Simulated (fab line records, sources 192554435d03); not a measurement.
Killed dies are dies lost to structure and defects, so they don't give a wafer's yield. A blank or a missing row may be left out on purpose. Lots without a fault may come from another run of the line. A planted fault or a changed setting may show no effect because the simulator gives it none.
fab line records | flow n5_finfet
record lots=24 wafers=72 last_day=18
route steps=1938 shown BEOL_M9@1464 BEOL_M10@1488
lots that met no fault: from a run of the same line without faults
start_h: hours from the record's first day to the start of the lot's first wafer shown | wait_h: hours since the lot's step before | " the same as in the row above | L1.1+2: a row that stands for several wafers | - no value, or no start given | * or withheld: withheld | < > ~ a bound
route shown NAME@n: a module of which the file shows steps, and the number in the route of the first | usual: mean/standard deviation of fault-free wafers | same: alike in all rows | chamber/n: place in a boat | sites: the reading at each site | _std_site: their standard deviation | _edge_site: outer sites' mean less inner sites' | radius_mm: how far each site lies from the wafer's centre | mask NAME#n: copy n | behind: the tool/chamber that last shaped the wafer | hold: why the lot was held/for how many hours/how that ended | device: the transistor (n, p or np) that didn't switch | end of line: the same wafers' tests at the end of the route | a step without rows: its recipe alone | killed: dies lost to structure and defects at the first sort, not the wafer's yield | map: a wafer's dies, x killed, . not, _ none there
set.NAME: the setting as run; set.NAME@STEP: as run at that earlier step | model.NAME: the simulator's own value behind a step, which no gauge read
steps of the route over a sample of lots; a table a step, a row a wafer
services: from which hour (start_h, from the record's first day; less than 0 if before it) a tool's chamber was out of use, for how many hours, and why
## steps
# step N5_BEOL_M9_CMP_52
# recipe stop_on=SiCOH_lowk t_overpolish_s=7 down_force_psi=1 platen_rpm=50 clearing_platen_down_force_psi=1.5 clearing_platen_rpm=50 post_cmp_clean=cu_alkaline target_thk_nm=140 clearing_platen_pad_velocity_m_s=0.99484 pad_velocity_m_s=0.99484
# usual barrier_field_endpoint_s=28.8/0.57 motor_current_A=5.9/0.71 overpolish_run_s=7.000/0.0091 retaining_ring_pressure_frac=1.000/0.005 time_to_endpoint_s=65.4/2.9
# columns lot.wafer tool chamber start_h wait_h barrier_field_endpoint_s motor_current_A overpolish_run_s retaining_ring_pressure_frac time_to_endpoint_s
L074.3 cmp-02 0 210.21 0.2 27.5 6.6 7.003 1.005 61.0
L074.4 " 2 " " 28.4 5.8 7.006 1.005 61.1
L074.2 " 3 " " 28.2 5.7 6.997 0.998 63.7
L075.1 cmp-02 0 218.26 0.3 28.2 6.5 6.988 0.995 64.0
L075.2 " 1 " " 28.1 5.8 7.004 1.004 65.0
L075.3 " 2 " " 27.8 5.4 7.003 1.007 63.3
L076.1 cmp-04 1 220.21 0.3 28.9 6.7 6.996 1.001 66.8
L076.2 " 2 " " 28.4 6.8 6.998 1.004 66.9
L076.5 " 1 " " 28.6 6.8 7.001 1.010 67.5
L077.3 cmp-04 0 226.46 0.2 29.8 5.3 7.004 1.007 67.3
L077.4 " 2 " " 29.8 6.9 7.017 0.998 68.4
L077.6 " 0 " " 29.6 5.4 7.021 1.001 64.4
L078.4 cmp-02 0 237.42 0.2 28.7 6.6 7.011 0.998 64.6
L078.5 " 3 " " 28.1 5.8 7.001 0.997 64.0
L078.6 " 0 " " 29.0 6.2 6.987 0.988 66.7
L079.2 cmp-04 2 249.68 0.4 28.7 7.0 7.007 1.001 60.3
L079.3 " 1 " " 28.9 6.6 6.999 1.000 63.6
L079.6 " 2 " " 29.0 7.2 7.009 1.001 63.7
L080.4 cmp-04 1 250.25 0.1 29.7 6.8 6.999 0.988 67.6
L080.1 " 2 " " 29.6 6.7 7.001 0.998 68.6
L080.3 " 0 " " 29.1 5.7 6.990 0.998 64.9
L082.2 cmp-02 2 258.73 0.3 28.9 5.5 6.991 1.001 63.6
L082.4 " 3 " " 28.6 5.8 6.990 0.999 60.6
L082.5 " 0 " " 28.8 6.3 6.987 0.998 63.3
L081.2 cmp-01 1 258.92 0.3 29.3 6.0 6.993 1.006 68.7
L081.1 " 2 " " 29.3 6.3 7.001 1.001 67.5
L081.6 " 3 " " 29.4 5.1 6.987 1.008 71.4
L084.1 cmp-04 0 267.38 0.3 28.6 5.8 7.011 0.995 61.7
L084.5 " 2 " " 28.7 6.9 6.981 1.002 65.1
L084.6 " 3 " " 28.5 4.6 6.987 0.996 62.2
L083.3 cmp-02 0 271.54 0.2 29.5 6.4 6.983 1.003 67.2
L083.4 " 1 " " 29.0 5.5 7.009 1.003 67.7
L083.5 " 0 " " 29.9 6.2 6.998 0.997 66.3
L085.4 cmp-02 1 277.78 0.2 29.6 5.9 7.005 1.008 69.0
L085.2 " 3 " " 28.5 6.0 7.007 0.998 66.5
L085.5 " 1 " " 29.3 5.8 6.995 1.002 71.0
L086.3 cmp-01 0 284.87 0.2 28.7 6.7 6.992 1.003 67.8
L086.2 " 2 " " 29.2 6.3 6.977 0.998 65.9
L086.6 " 3 " " 29.3 5.2 6.998 0.999 69.5
L087.3 cmp-04 1 301.78 0.2 28.5 6.2 6.990 1.002 63.9
L087.2 " 3 " " 28.6 4.6 7.004 0.998 61.8
L087.5 " 1 " " 28.7 6.6 6.995 1.011 62.4
L090.3 cmp-02 1 302.22 0.2 28.8 5.5 6.991 1.011 64.1
L090.2 " 2 " " 27.9 5.6 7.003 1.002 59.7
L090.5 " 1 " " 29.2 5.5 7.008 1.006 66.3
L088.1 cmp-02 3 302.77 0.3 28.5 6.0 7.003 1.003 65.5
L088.4 " 1 " " 28.8 5.5 6.991 0.989 67.0
L088.5 " 2 " " 28.9 5.7 6.993 1.003 65.7
L089.3 cmp-01 2 310.63 0.2 28.3 6.4 7.012 1.002 69.6
L089.2 " 3 " " 29.9 5.0 7.000 0.997 71.4
L089.6 " 3 " " 29.9 5.5 7.001 0.997 72.5
L091.1 cmp-04 0 312.78 0.3 28.5 5.5 7.004 0.995 62.3
L091.4 " 3 " " 28.9 4.7 6.996 0.997 60.1
L091.5 " 0 " " 29.1 5.2 7.015 0.995 63.4
L092.3 cmp-04 1 314.74 0.2 28.4 6.7 6.992 1.009 64.9
L092.2 " 2 " " 28.6 6.6 7.005 0.997 62.3
L092.1 " 3 " " 28.1 4.6 7.002 0.996 62.4
L094.4 cmp-04 1 335.63 0.1 28.6 6.3 6.986 1.002 64.7
L094.1 " 2 " " 28.0 7.1 7.006 0.998 65.9
L094.5 " 2 " " 29.7 6.9 7.017 0.997 68.0
L093.3 cmp-04 3 336.77 0.2 28.0 4.8 7.020 0.993 64.1
L093.6 " 1 " " 29.3 6.6 7.005 0.997 67.2
L093.5 " 2 " " 28.8 6.7 7.023 0.999 67.8
L096.1 cmp-01 2 358.25 0.3 27.9 6.4 7.003 0.994 65.9
L096.4 " 0 " " 29.1 6.5 7.024 1.009 69.2
L096.2 " 1 " " 29.2 5.7 7.000 0.998 69.2
L095.4 cmp-01 1 360.10 0.1 29.3 6.2 6.996 1.000 65.6
L095.2 " 2 " " 27.6 6.4 7.000 0.997 60.8
L095.6 " 2 " " 28.6 6.5 6.985 0.991 61.5
L097.2 cmp-04 3 365.33 0.2 28.7 4.4 6.981 0.997 65.9
L097.4 " 1 " " 28.4 6.2 6.990 0.998 65.3
L097.5 " 0 " " 29.4 5.8 6.986 1.003 67.5
# step N5_BEOL_M10_ETCH_62
# recipe chemistry=N2/H2 target=SOC target_depth_a=1100 overetch_a=220 mask_material=SiARC temp_c=40 time_s=165 ion_energy_ev=200 pressure_mtorr=30 source_w=840 bias_w=150 n2_flow_sccm=200 h2_flow_sccm=200
# usual drypump_motor_current_A=5.6/0.34 oes_product_au=0.69/0.053 rf_vpp_V=524.4/2.3 showerhead_plenum_p_Torr=2.56/0.079 throttle_valve_pct=17.8/0.33
# columns lot.wafer tool chamber start_h wait_h drypump_motor_current_A oes_product_au rf_hours_counter_h rf_vpp_V showerhead_plenum_p_Torr throttle_valve_pct
L074.2 rie_diel-04 3 212.91 0.0 5.5 0.74 47 524.9 2.58 17.3
L074.3 " 1 " " 5.7 0.79 15 525.0 2.60 17.6
L074.4 " 0 " " 5.4 0.68 75 525.4 2.69 18.1
L075.1 rie_diel-04 3 222.03 0.0 5.5 0.73 50 525.4 2.58 17.3
L075.2 " 2 " " 5.7 0.71 61 523.0 2.59 17.4
L075.3 " 0 " " 5.4 0.68 79 528.4 2.69 18.1
L076.1 rie_diel-04 2 223.08 0.0 5.7 0.71 62 524.7 2.59 17.4
L076.2 " 3 " " 5.5 0.72 50 525.3 2.58 17.3
L076.5 " 2 " " 5.7 0.71 - 524.4 2.59 17.4
L077.3 rie_diel-03 3 229.57 0.0 5.7 0.78 21 527.2 2.61 18.1
L077.4 " 0 " " 5.1 0.72 62 522.6 2.47 17.8
L077.6 " 2 " " 5.7 0.72 - 527.0 2.69 17.4
L078.4 rie_diel-06 0 241.80 0.0 5.5 0.60 217 523.1 2.52 17.7
L078.5 " 3 " " 6.5 0.60 - 526.0 2.62 18.1
L078.6 " 2 " " 5.0 0.67 - 521.2 2.46 18.0
L079.2 rie_diel-06 3 252.53 0.0 6.5 0.59 227 525.8 2.62 18.2
L079.3 " 1 " " 5.3 0.62 160 520.3 2.44 18.2
L079.6 " 2 " " 5.0 0.67 - 521.6 2.45 18.1
L080.1 rie_diel-06 1 254.49 0.0 5.3 0.62 161 521.3 2.44 18.2
L080.3 " 3 " " 6.5 0.60 228 525.0 2.62 18.1
L080.4 " 0 " " 5.5 0.60 222 523.5 2.52 17.7
L082.2 rie_diel-03 1 262.19 0.0 5.6 0.78 12 522.4 2.49 17.5
L082.4 " 3 " " 5.7 0.77 30 526.3 2.60 18.1
L082.5 " 0 " " 5.1 0.70 - 521.6 2.47 17.8
L081.1 rie_diel-06 2 262.54 0.0 5.0 0.67 117 521.5 2.45 18.1
L081.2 " 3 " " 6.5 0.60 231 526.3 2.62 18.2
L081.6 " 0 " " 5.5 0.60 - 521.9 2.51 17.7
L084.1 rie_diel-04 0 270.47 0.0 5.4 0.67 95 527.7 2.68 18.2
L084.5 " 3 " " 5.5 0.71 - 525.0 2.57 17.3
L084.6 " 2 " " 5.7 0.69 - 524.4 2.58 17.4
L083.3 rie_diel-03 2 274.11 0.0 5.6 0.71 64 527.8 2.69 17.4
L083.4 " 3 " " 5.7 0.76 34 526.0 2.60 18.1
L083.5 " 1 " " 5.6 0.77 - 522.3 2.49 17.5
L085.2 rie_diel-04 1 280.21 0.0 5.7 0.74 38 525.5 2.59 17.7
L085.4 " 0 " " 5.4 0.66 99 525.5 2.68 18.2
L085.5 " 0 " " 5.4 0.66 - 526.9 2.68 18.2
L086.2 rie_diel-04 0 286.71 0.0 5.4 0.66 101 527.9 2.68 18.2
L086.3 " 2 " " 5.7 0.69 84 525.0 2.58 17.4
L086.6 " 3 " " 5.5 0.71 - 525.1 2.57 17.3
L090.2 rie_diel-06 2 305.80 0.0 5.0 0.65 136 521.7 2.45 18.1
L090.3 " 1 " " 5.3 0.61 183 520.2 2.43 18.2
L090.5 " 2 " " 5.0 0.66 - 521.3 2.45 18.1
L088.1 rie_diel-04 3 305.89 0.0 5.5 0.70 79 524.8 2.57 17.3
L088.4 " 2 " " 5.7 0.68 90 524.1 2.57 17.4
L088.5 " 1 " " 5.8 0.73 - 524.4 2.59 17.7
L087.2 rie_diel-04 3 306.14 0.0 5.6 0.70 79 525.0 2.57 17.3
L087.3 " 1 " " 5.8 0.73 47 524.6 2.59 17.7
L087.5 " 2 " " 5.7 0.68 - 523.8 2.57 17.4
L089.2 rie_diel-03 2 313.60 0.0 5.7 0.71 73 528.5 2.68 17.5
L089.3 " 3 " " 5.7 0.75 48 524.0 2.59 18.1
L089.6 " 0 " " 5.1 0.68 - 522.4 2.46 17.9
L091.1 rie_diel-04 0 316.82 0.0 5.4 0.66 111 527.3 2.68 18.2
L091.4 " 2 " " 5.7 0.68 94 524.5 2.57 17.4
L091.5 " 0 " " 5.4 0.65 - 527.3 2.68 18.2
L092.1 rie_diel-04 2 321.99 0.0 5.7 0.68 97 525.3 2.57 17.4
L092.2 " 3 " " 5.5 0.70 84 524.6 2.57 17.4
L092.3 " 1 " " 5.7 0.73 53 525.3 2.58 17.7
L094.1 rie_diel-06 1 338.18 0.0 5.3 0.60 194 521.1 2.43 18.2
L094.4 " 0 " " 5.5 0.60 242 522.9 2.51 17.7
L094.5 " 1 " " 5.3 0.60 - 520.6 2.43 18.3
L093.3 rie_diel-03 0 341.41 0.0 5.1 0.69 103 520.6 2.46 17.9
L093.5 " 0 " " 5.1 0.68 - 521.4 2.46 17.9
L093.6 " 2 " " 5.6 0.69 - 527.4 2.68 17.5
L096.1 rie_diel-03 2 361.38 0.0 5.7 0.69 91 527.3 2.68 17.5
L096.2 " 0 " " 5.0 0.68 110 520.5 2.45 17.9
L096.4 " 3 " " 5.7 0.73 58 526.6 2.59 18.2
L095.2 rie_diel-04 1 362.10 0.0 5.7 0.71 66 524.8 2.58 17.7
L095.4 " 0 " " 5.4 0.64 126 526.4 2.67 18.2
L095.6 " 2 " " 5.7 0.66 - 523.8 2.57 17.5
L097.2 rie_diel-03 1 369.12 0.0 5.6 0.72 48 521.9 2.48 17.5
L097.4 " 3 " " 5.7 0.73 61 525.3 2.59 18.2
L097.5 " 3 " " 5.7 0.73 - 524.4 2.59 18.2
# step N5_BEOL_M10_STRIP_67
# recipe chemistry=CF4 resist=SiARC power_w=300 bias_power_w=75 pressure_mtorr=50 cf4_flow_sccm=150 rf_frequency_hz=6e+07
# usual drypump_motor_current_A=5.5/0.35 oes_product_au=0.81/0.062 rf_vpp_V=271.3/1.4 showerhead_plenum_p_Torr=1.81/0.051 throttle_valve_pct=13.49/0.28
# columns lot.wafer tool chamber start_h wait_h drypump_motor_current_A oes_product_au rf_hours_counter_h rf_vpp_V showerhead_plenum_p_Torr throttle_valve_pct
L074.2 rie_diel-04 3 213.05 0.0 5.5 0.87 47 271.5 1.82 13.12
L074.3 " 1 " " 5.7 0.92 15 272.3 1.83 13.30
L074.4 " 0 " " 5.4 0.80 75 273.1 1.88 13.73
L075.1 rie_diel-04 3 222.18 0.0 5.5 0.87 50 272.0 1.82 13.12
L075.2 " 2 " " 5.7 0.84 62 271.2 1.82 13.10
L075.3 " 0 " " 5.4 0.80 79 273.6 1.88 13.75
L076.1 rie_diel-04 2 223.22 0.0 5.7 0.83 62 270.7 1.82 13.11
L076.2 " 3 " " 5.5 0.87 50 272.0 1.82 13.13
L076.5 " 2 " " 5.7 0.84 - 271.2 1.82 13.11
L077.3 rie_diel-03 0 229.72 0.0 5.0 0.83 62 270.3 1.75 13.58
L077.4 " 2 " " 5.6 0.85 - 271.6 1.90 13.24
L077.6 " 1 " " 5.6 0.97 - 270.6 1.76 13.16
L078.4 rie_diel-06 0 241.95 0.0 5.5 0.72 217 269.4 1.78 13.61
L078.5 " 3 " " 6.5 0.70 - 271.6 1.84 13.83
L078.6 " 2 " " 5.0 0.79 - 270.3 1.74 13.77
L079.2 rie_diel-06 3 252.67 0.0 6.5 0.70 227 272.4 1.84 13.83
L079.3 " 1 " " 5.3 0.74 160 270.3 1.72 13.90
L079.6 " 2 " " 5.0 0.79 - 268.1 1.74 13.78
L080.1 rie_diel-06 1 254.64 0.0 5.3 0.74 161 270.2 1.72 13.90
L080.3 " 3 " " 6.5 0.70 228 273.3 1.84 13.83
L080.4 " 0 " " 5.4 0.71 222 270.4 1.78 13.64
L082.2 rie_diel-03 1 262.34 0.0 5.6 0.92 12 271.2 1.76 13.20
L082.4 " 3 " " 5.7 0.91 30 271.3 1.83 13.68
L082.5 " 0 " " 5.1 0.83 - 271.3 1.75 13.62
L081.1 rie_diel-06 2 262.69 0.0 5.0 0.79 117 269.4 1.74 13.77
L081.2 " 3 " " 6.5 0.70 231 272.0 1.84 13.83
L081.6 " 0 " " 5.5 0.71 - 270.8 1.78 13.64
L084.1 rie_diel-04 0 270.62 0.0 5.4 0.78 95 272.8 1.87 13.77
L084.5 " 3 " " 5.5 0.84 - 272.4 1.82 13.16
L084.6 " 2 " " 5.7 0.82 - 270.7 1.81 13.14
L083.3 rie_diel-03 2 274.26 0.0 5.7 0.83 64 273.8 1.90 13.28
L083.4 " 3 " " 5.7 0.91 34 271.7 1.83 13.69
L083.5 " 1 " " 5.5 0.90 - 270.3 1.76 13.20
L085.2 rie_diel-04 1 280.35 0.0 5.7 0.87 38 272.4 1.83 13.37
L085.4 " 0 " " 5.4 0.78 99 272.7 1.87 13.79
L085.5 " 0 " " 5.4 0.78 - 273.9 1.87 13.80
L086.2 rie_diel-04 0 286.85 0.0 5.4 0.77 101 272.1 1.87 13.79
L086.3 " 2 " " 5.7 0.81 84 271.2 1.81 13.16
L086.6 " 3 " " 5.5 0.84 - 271.1 1.82 13.17
L090.2 rie_diel-06 2 305.94 0.0 5.0 0.77 136 269.2 1.73 13.83
L090.3 " 1 " " 5.3 0.72 183 269.8 1.71 13.96
L090.5 " 2 " " 4.9 0.77 - 268.4 1.74 13.82
L088.1 rie_diel-04 3 306.04 0.0 5.5 0.83 79 270.7 1.81 13.16
L088.4 " 2 " " 5.7 0.80 90 272.2 1.81 13.17
L088.5 " 1 " " 5.7 0.86 - 271.4 1.82 13.38
L087.2 rie_diel-04 3 306.29 0.0 5.5 0.83 79 272.0 1.81 13.18
L087.3 " 1 " " 5.7 0.86 47 270.6 1.82 13.39
L087.5 " 2 " " 5.7 0.81 - 270.5 1.81 13.16
L089.2 rie_diel-03 2 313.75 0.0 5.7 0.82 73 272.5 1.90 13.29
L089.3 " 3 " " 5.7 0.88 48 271.1 1.83 13.73
L089.6 " 0 " " 5.1 0.80 - 270.9 1.74 13.65
L091.1 rie_diel-04 0 316.97 0.0 5.4 0.77 111 273.2 1.87 13.81
L091.4 " 2 " " 5.7 0.80 94 271.0 1.81 13.19
L091.5 " 0 " " 5.4 0.78 - 272.5 1.87 13.83
L092.1 rie_diel-04 2 322.13 0.0 5.7 0.80 97 271.7 1.81 13.19
L092.2 " 3 " " 5.5 0.82 84 271.3 1.81 13.20
L092.3 " 1 " " 5.7 0.85 53 272.1 1.82 13.38
L094.1 rie_diel-06 1 338.32 0.0 5.3 0.71 194 270.3 1.71 14.00
L094.4 " 0 " " 5.5 0.70 242 270.9 1.78 13.67
L094.5 " 1 " " 5.3 0.71 - 268.7 1.71 14.00
L093.3 rie_diel-03 0 341.56 0.0 5.1 0.80 103 270.1 1.74 13.68
L093.5 " 0 " " 5.1 0.80 - 268.8 1.74 13.68
L093.6 " 2 " " 5.7 0.82 - 272.7 1.89 13.32
L096.1 rie_diel-03 2 361.53 0.0 5.7 0.81 91 271.6 1.89 13.34
L096.2 " 0 " " 5.0 0.79 110 268.9 1.74 13.69
L096.4 " 3 " " 5.7 0.87 58 271.0 1.83 13.75
L095.2 rie_diel-04 1 362.25 0.0 5.8 0.84 66 272.4 1.82 13.43
L095.4 " 0 " " 5.4 0.75 126 273.5 1.86 13.86
L095.6 " 2 " " 5.7 0.79 - 271.1 1.80 13.20
L097.2 rie_diel-03 1 369.27 0.0 5.6 0.85 48 272.0 1.75 13.26
L097.4 " 3 " " 5.7 0.86 61 271.8 1.83 13.77
L097.5 " 3 " " 5.7 0.86 - 272.1 1.82 13.76
# step N5_BEOL_M10_CD_MEAS_18
# recipe pitch_nm=140 target_cd_nm=70
# usual cd_nm=70.1/0.51
# columns lot.wafer tool chamber start_h wait_h cd_nm
L074.2 cd_sem-02 - 213.28 0.1 69.6
L074.3 " - " " 70.2
L074.4 " - " " 69.9
L075.1 cd_sem-01 - 222.46 0.0 69.2
L075.2 " - " " 69.4
L075.3 " - " " 69.3
L076.1 cd_sem-02 - 223.45 0.0 70.2
L076.2 " - " " 70.8
L076.5 " - " " 70.8
L077.3 cd_sem-01 - 229.94 0.1 69.4
L077.4 " - " " 69.4
L077.6 " - " " 69.7
L078.4 cd_sem-02 - 242.19 0.1 70.1
L078.5 " - " " 69.8
L078.6 " - " " 70.3
L079.2 cd_sem-02 - 252.99 0.1 69.4
L079.3 " - " " 69.7
L079.6 " - " " 70.1
L080.1 cd_sem-02 - 254.86 0.0 70.2
L080.3 " - " " 70.6
L080.4 " - " " 70.0
L082.2 cd_sem-01 - 262.65 0.1 71.0
L082.4 " - " " 70.1
L082.5 " - " " 70.1
L081.1 cd_sem-01 - 262.91 0.0 69.6
L081.2 " - " " 69.2
L081.6 " - " " 69.5
L084.1 cd_sem-02 - 270.84 0.0 70.4
L084.5 " - " " 69.4
L084.6 " - " " 71.1
L083.3 cd_sem-01 - 274.48 0.1 70.2
L083.4 " - " " 70.5
L083.5 " - " " 69.9
L085.2 cd_sem-01 - 280.57 0.1 70.4
L085.4 " - " " 70.8
L085.5 " - " " 70.7
L086.2 cd_sem-01 - 287.16 0.1 70.6
L086.3 " - " " 70.9
L086.6 " - " " 71.1
L090.2 cd_sem-03 - 306.29 0.1 70.3
L090.3 " - " " 70.4
L090.5 " - " " 70.3
L088.1 cd_sem-03 - 306.33 0.0 69.9
L088.4 " - " " 69.2
L088.5 " - " " 69.9
L087.2 cd_sem-03 - 306.51 0.1 70.7
L087.3 " - " " 70.5
L087.5 " - " " 70.4
L089.2 cd_sem-01 - 313.97 0.1 70.2
L089.3 " - " " 70.6
L089.6 " - " " 70.1
L091.1 cd_sem-02 - 317.19 0.0 69.7
L091.4 " - " " 70.1
L091.5 " - " " 69.1
L092.1 cd_sem-01 - 322.60 0.0 69.3
L092.2 " - " " 70.3
L092.3 " - " " 70.5
L094.1 cd_sem-03 - 338.58 0.0 70.5
L094.4 " - " " 70.4
L094.5 " - " " 69.9
L093.3 cd_sem-01 - 341.88 0.1 69.5
L093.5 " - " " 69.3
L093.6 " - " " 70.0
L096.1 cd_sem-03 - 361.75 0.0 69.6
L096.2 " - " " 70.1
L096.4 " - " " 70.3
L095.2 cd_sem-02 - 362.47 0.1 70.1
L095.4 " - " " 69.9
L095.6 " - " " 69.8
L097.2 cd_sem-03 - 369.49 0.1 70.4
L097.4 " - " " 70.9
L097.5 " - " " 70.0
# step N5_BEOL_M10_ALD_74
# recipe material=TaN target_thk_a=20 temp_c=275 ald_precursor_family=PDMAT ald_co_reactant=NH3 pressure_torr=3 carrier_flow_sccm=1500 pulse_time_s=2 purge_time_s=3 co_reactant_purge_time_s=2 co_reactant_pulse_time_s=3 ald_cycles=40 precursor_vessel_temp_c=75 precursor_vessel_pressure_torr=26.25 precursor_vessel_carrier_sccm=1000
# usual heater_power_w=409/59
# same ald_cycles=40 co_reactant_pulse_time_s=3
# columns lot.wafer tool chamber start_h wait_h heater_power_w
L074.2 ald_metal-04 1 217.78 0.0 402
L074.3 " 2 " " 428
L074.4 " 0 " " 467
L076.1 ald_metal-01 3 225.43 0.0 465
L076.2 " 2 " " 390
L076.5 " 2 " " 394
L075.1 ald_metal-03 1 225.79 0.0 420
L075.2 " 2 " " 520
L075.3 " 0 " " 391
L077.3 ald_metal-01 1 232.84 0.0 321
L077.4 " 3 " " 465
L077.6 " 1 " " 313
L078.4 ald_metal-04 1 246.39 0.0 414
L078.5 " 2 " " 438
L078.6 " 1 " " 417
L079.2 ald_metal-04 3 254.82 0.0 406
L079.3 " 1 " " 407
L079.6 " 2 " " 441
L080.1 ald_metal-03 1 258.50 0.0 420
L080.3 " 0 " " 379
L080.4 " 1 " " 420
L082.2 ald_metal-03 1 265.77 0.1 410
L082.4 " 3 " " 367
L082.5 " 2 " " 512
L081.1 ald_metal-01 2 271.16 0.2 390
L081.2 " 3 " " 450
L081.6 " 0 " " 309
L084.1 ald_metal-03 1 272.99 0.3 415
L084.5 " 1 " " 408
L084.6 " 2 " " 520
L083.3 ald_metal-03 0 276.41 0.0 381
L083.4 " 1 " " 419
L083.5 " 0 " " 377
L085.2 ald_metal-03 0 282.81 0.0 391
L085.4 " 1 " " 422
L085.5 " 2 " " 505
L086.2 ald_metal-03 0 288.84 0.0 386
L086.3 " 3 " " 363
L086.6 " 2 " " 530
L090.2 ald_metal-01 3 311.59 0.1 452
L090.3 " 0 " " 313
L090.5 " 2 " " 394
L087.2 ald_metal-03 1 311.87 0.0 404
L087.3 " 0 " " 391
L087.5 " 0 " " 378
L088.1 ald_metal-04 0 311.99 0.0 477
L088.4 " 2 " " 429
L088.5 " 3 " " 396
L091.1 ald_metal-01 0 323.29 0.1 314
L091.4 " 2 " " 388
L091.5 " 3 " " 458
L089.2 ald_metal-04 3 323.53 0.2 403
L089.3 " 1 " " 414
L089.6 " 3 " " 396
L092.1 ald_metal-04 3 325.30 0.0 406
L092.2 " 1 " " 417
L092.3 " 2 " " 435
L094.1 ald_metal-01 3 342.64 0.0 460
L094.4 " 1 " " 320
L094.5 " 3 " " 465
L093.3 ald_metal-01 2 345.06 0.1 389
L093.5 " 3 " " 454
L093.6 " 2 " " 391
L096.1 ald_metal-01 0 364.40 0.0 312
L096.2 " 3 " " 467
L096.4 " 1 " " 327
L095.2 ald_metal-04 0 364.86 0.0 469
L095.4 " 2 " " 429
L095.6 " 0 " " 485
L097.2 ald_metal-03 1 372.56 0.0 391
L097.4 " 0 " " 361
L097.5 " 3 " " 330
# step N5_BEOL_M10_DEP_56
# recipe material=SiCN target_thk_a=150 temp_c=withheld precursor=3MS/NH3 pressure_torr=3 rf_w=202 time_s=26.5
# usual showerhead_plenum_p_Torr=3.657/0.012 throttle_valve_pct=8.9/0.33
# columns lot.wafer tool chamber start_h wait_h showerhead_plenum_p_Torr throttle_valve_pct
L074.2 pecvd-02 1 219.49 0.0 3.659 9.2
L074.3 " 2 " " 3.669 8.8
L074.4 " 0 " " 3.672 9.3
L076.1 pecvd-04 2 227.06 0.0 3.641 8.9
L076.2 " 0 " " 3.668 9.2
L076.5 " 0 " " 3.672 9.0
L075.1 pecvd-02 1 228.85 0.0 3.663 9.0
L075.2 " 0 " " 3.667 9.0
L075.3 " 2 " " 3.654 9.0
L077.3 pecvd-02 2 235.66 0.0 3.668 8.9
L077.4 " 1 " " 3.654 9.1
L077.6 " 0 " " 3.671 9.1
L078.4 pecvd-01 2 248.07 0.0 3.667 8.2
L078.5 " 2 " " 3.682 8.1
L078.6 " 1 " " 3.647 8.7
L079.2 pecvd-04 1 257.92 0.0 3.659 8.8
L079.3 " 1 " " 3.654 8.3
L079.6 " 1 " " 3.645 8.5
L080.1 pecvd-01 0 260.49 0.0 3.647 9.6
L080.3 " 2 " " 3.668 8.2
L080.4 " 0 " " 3.651 9.4
L082.2 pecvd-04 0 267.15 0.0 3.672 9.3
L082.4 " 2 " " 3.652 8.8
L082.5 " 0 " " 3.678 9.1
L081.1 pecvd-02 1 273.51 0.0 3.671 8.8
L081.2 " 0 " " 3.665 9.3
L081.6 " 2 " " 3.666 8.9
L084.1 pecvd-04 1 276.15 0.0 3.664 8.9
L084.5 " 2 " " 3.635 8.9
L084.6 " 0 " " 3.678 9.0
L083.3 pecvd-04 0 277.93 0.0 3.673 9.0
L083.4 " 0 " " 3.673 9.3
L083.5 " 2 " " 3.634 8.9
L085.2 pecvd-01 1 284.17 0.0 3.637 8.8
L085.4 " 1 " " 3.649 8.7
L085.5 " 2 " " 3.665 8.2
L086.2 pecvd-02 1 291.81 0.0 3.660 8.9
L086.3 " 0 " " 3.657 9.2
L086.6 " 1 " " 3.660 9.2
L090.2 pecvd-04 0 313.74 0.0 3.669 9.2
L090.3 " 2 " " 3.635 8.9
L090.5 " 2 " " 3.654 8.9
L087.2 pecvd-04 1 314.50 0.0 3.656 8.7
L087.3 " 0 " " 3.671 9.4
L087.5 " 2 " " 3.653 8.9
L088.1 pecvd-04 0 314.83 0.0 3.666 9.4
L088.4 " 2 " " 3.643 8.9
L088.5 " 1 " " 3.646 8.7
L091.1 pecvd-02 0 324.71 0.0 3.661 8.7
L091.4 " 2 " " 3.677 9.1
L091.5 " 1 " " 3.663 9.0
L089.2 pecvd-04 2 325.44 0.0 3.652 9.0
L089.3 " 2 " " 3.643 9.0
L089.6 " 1 " " 3.654 8.8
L092.1 pecvd-01 1 327.09 0.0 3.640 8.8
L092.2 " 2 " " 3.662 8.2
L092.3 " 0 " " 3.652 9.6
L094.1 pecvd-01 1 344.80 0.1 3.651 8.9
L094.4 " 1 " " 3.641 8.6
L094.5 " 1 " " 3.638 8.7
L093.3 pecvd-04 0 346.56 0.0 3.664 9.0
L093.5 " 2 " " 3.646 8.6
L093.6 " 1 " " 3.657 8.6
L096.1 pecvd-01 1 365.96 0.0 3.637 8.8
L096.2 " 0 " " 3.644 9.6
L096.4 " 2 " " 3.663 8.1
L095.2 pecvd-04 1 366.66 0.0 3.657 8.6
L095.4 " 0 " " 3.668 9.2
L095.6 " 2 " " 3.638 9.0
L097.2 pecvd-04 2 374.28 0.0 3.642 9.2
L097.4 " 0 " " 3.676 9.2
L097.5 " 1 " " 3.659 8.6
## services
# columns tool chamber start_h hours kind
pecvd-04 - 200.20 0.3 repair
cmp-02 - 215.18 2.3 repair
ald_metal-03 - 216.93 8.7 pm
rie_diel-06 3 226.21 11.0 repair
ald_metal-04 - 228.99 1.1 repair
cmp-04 - 232.23 4.0 pm
cmp-04 - 243.54 1.9 repair
ald_metal-01 3 245.35 4.3 repair
pecvd-04 0 254.36 4.9 repair
ald_metal-04 1 272.02 8.0 repair
rie_diel-03 2 276.78 12.1 repair
cmp-04 - 281.86 3.0 pm
cmp-04 - 288.89 1.8 repair
cmp-02 - 288.98 0.9 repair
ald_metal-03 3 303.65 25.9 repair
cmp-04 - 313.82 0.7 repair
rie_diel-03 1 329.69 7.5 repair
rie_diel-03 3 332.74 11.1 repair
ald_metal-03 - 337.25 14.0 pm
rie_diel-06 0 338.64 15.8 repair
cmp-02 - 341.88 5.1 pm
rie_diel-03 - 344.70 2.8 pm
rie_diel-03 2 362.19 4.5 repair
cmp-02 - 365.98 6.9 pm
## key
fault none
